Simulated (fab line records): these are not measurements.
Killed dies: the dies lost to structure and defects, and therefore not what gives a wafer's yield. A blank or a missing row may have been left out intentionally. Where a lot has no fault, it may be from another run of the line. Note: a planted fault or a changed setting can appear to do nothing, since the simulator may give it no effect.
Matching of chambers | flow n5-finfet | N5_BEOL_M5_VIA_ETCH_34 on rie-diel-02 has 4 sister chambers
The step etches SiCOH lowk in C4F6/O2, target depth 88.3 nm, time 39.2 s. 8 wafers are shown with their chamber, then 9 later ones without.

WAFERS WITH THEIR CHAMBER
wafer  | chamber | drypump-motor-current-A (A) | rf-vpp-V (V)
L087.5 | 0       | 5.8                         | 667
L086.3 | 0       | 5.9                         | 663
L086.6 | 2       | 5.5                         | 683
L089.2 | 2       | 5.5                         | 683
L089.5 | 1       | 6.0                         | 685
L093.1 | 1       | 6.0                         | 683
L093.2 | 3       | 5.9                         | 673
L093.5 | 3       | 5.9                         | 674

WAFERS WITH NO CHAMBER GIVEN
wafer  | drypump-motor-current-A (A) | rf-vpp-V (V)
L094.1 | 5.9                         | 672
L094.5 | 5.9                         | 675
L094.6 | 5.8                         | 666
L095.1 | 5.5                         | 684
L095.3 | 5.8                         | 664
L095.4 | 6.0                         | 673
L096.1 | 5.8                         | 665
L096.3 | 5.9                         | 674
L096.4 | 6.0                         | 682

THE CHAMBER EACH PASSED THROUGH
wafer  | from the rows above | in truth
L094.1 | 3                   | 3
L094.5 | 3                   | 3
L094.6 | 0                   | 0
L095.1 | 2                   | 2
L095.3 | 0                   | 0
L095.4 | 3                   | 3
L096.1 | 0                   | 0
L096.3 | 3                   | 3
L096.4 | 1                   | 1
Correctly placed: 9 of 9. Can't be placed from these rows: 0. Number placed wrongly: 0.
How it was worked out, from the rows above alone: a wafer's distance from a chamber is the root of the sum, over the readings, of the square of ((its reading less the chamber's mean) divided by the reading's scatter). The wafer belongs to the nearest chamber; if the next one is less than 2 further off, it can't be placed. For every chamber, the mean is computed from those of its wafers that are shown. The scatter is the square root of a quotient: the sum, over the shown wafers, of each reading's squared deviation from its chamber's mean, divided by wafers minus chambers.
